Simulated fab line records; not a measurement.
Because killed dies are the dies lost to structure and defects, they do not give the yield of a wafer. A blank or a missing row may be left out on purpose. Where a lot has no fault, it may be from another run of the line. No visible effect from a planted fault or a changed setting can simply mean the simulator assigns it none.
Struck lot and sound lot, side by side | flow nand harc | 13 out of 1302 route steps
Sound: these wafers, L321.1, L321.4, L321.5. Wafers struck: L319.2, L319.4, L319.6. The cause is named last.
Per side, at each step with rows, come the tool, then ch with its chambers, and then its first start. Under that, the readings that differ: sound wafers | struck wafers | difference of the means | sigmas: that difference in standard deviations of wafers without a fault.
alike: a reading whose means differ by less than 2 such deviations, as well as words and numbers matching on both sides. not compared: withheld readings; readings where some wafer has no value; bounds like >300 that might hide an equal value; numbers whose values overlap and for which the record gives no deviation.
Wherever a step has rows on one side only, a row that says differs or no value, or a row with sigmas, the two part there. Non-overlapping numbers with no deviation appear without sigmas and do not part them. A reading that every wafer of one side lacks parts them only if that side has two wafers or more.

NHARC_A_SLIT_CD_MEAS_21:
  sound: cd sem-03 at day 26 08:58; struck: cd sem-01 at day 25 22:19
  alike: cd nm
then, 3 steps without rows for these wafers: NHARC_A_SIN_REMOVE_WET_00 (chemistry H3PO4, time 15300 s); NHARC_A_SIN_REMOVE_PRECLEAN_01 (cleans in SC1); NHARC_A_SIN_REMOVE_SRD_02.
NHARC_A_SIN_REMOVE_INSPECT_04:
  sound: defect inspect-02 at day 26 15:33; struck: defect inspect-01 at day 26 05:13
  alike: raw defect count
NHARC_A_WL_FILL_ALD_00: deposits Al2O3, target thk 3 nm, pulse time 3 s, ald cycles 30.
  sound on ald hk-02 ch 1,2, day 26 15:38; struck on ald hk-03 ch 1,2, day 26 05:16
  alike: heater power w, precursor pulse height rel
NHARC_A_WL_FILL_RTA_01: time 5 s.
  sound on rtp anneal-02 ch 0, day 26 15:52; struck on rtp anneal-02 ch 0, day 26 05:34
  alike: lamp power pct, lamp_zone_1_pct, lamp_zone_7_pct, wafer_temp_C_max
NHARC_A_WL_FILL_ALD_02: deposits TiN, target thk 2 nm, pulse time 3 s, ald cycles 100.
  sound on ald metal-03 ch 0,1,3, day 26 16:10; struck on ald metal-01 ch 0,3, day 26 05:45
  alike: heater power w, precursor pulse height rel
NHARC_A_WL_FILL_CVD_03: deposits W, target thk 40 nm, time 279 s.
  sound on cvd w-02 ch 0,1, day 26 16:31; struck on cvd w-01 ch 1, day 26 06:14
  alike: heater power w, throttle valve pct
then, 1 step without rows for these wafers: NHARC_A_WL_FILL_ETCHBACK_04 (etches the open film in NF3, target depth 60 nm, time 120 s).
NHARC_A_WL_FILL_ETCHBACK_05: etches the open film in Cl2/BCl3, target depth 22 nm, time 60 s.
  sound on rie metal-01 ch 0,1, day 26 17:08; struck on rie metal-03 ch 0,1, day 26 06:48
  reading                     | sound          | struck         | difference | sigmas
  drypump motor current A (A) | 5.98 5.96 5.68 | 5.48 5.23 5.26 | -0.55      | -2
  run length s (s)            | 81.9 82.0 80.9 | 60.7 60.2 60.1 | -21.3      | -39
  alike: chamber pressure mTorr, oes product au
  not compared: rf hours counter h
NHARC_A_WL_FILL_STRIP_27: strips in N2/H2, time 20 s.
  sound on plasma asher-02 ch 0,1, day 26 17:17; struck on plasma asher-01 ch 0,1, day 26 06:59
  alike: drypump motor current A, heater power w
  not compared: rf hours counter h
after that, 1 step had no rows for these wafers: NHARC_END_SORT_01.

WHERE THEY PART
NHARC_A_WL_FILL_ETCHBACK_05 only, going by this record. Later steps at which nothing parts them and some readings are alike: NHARC_A_WL_FILL_STRIP_27.

WHY: what the simulator had put in
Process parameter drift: rie metal-03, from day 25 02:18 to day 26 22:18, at NHARC_A_WL_FILL_ETCHBACK_05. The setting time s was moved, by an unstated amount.
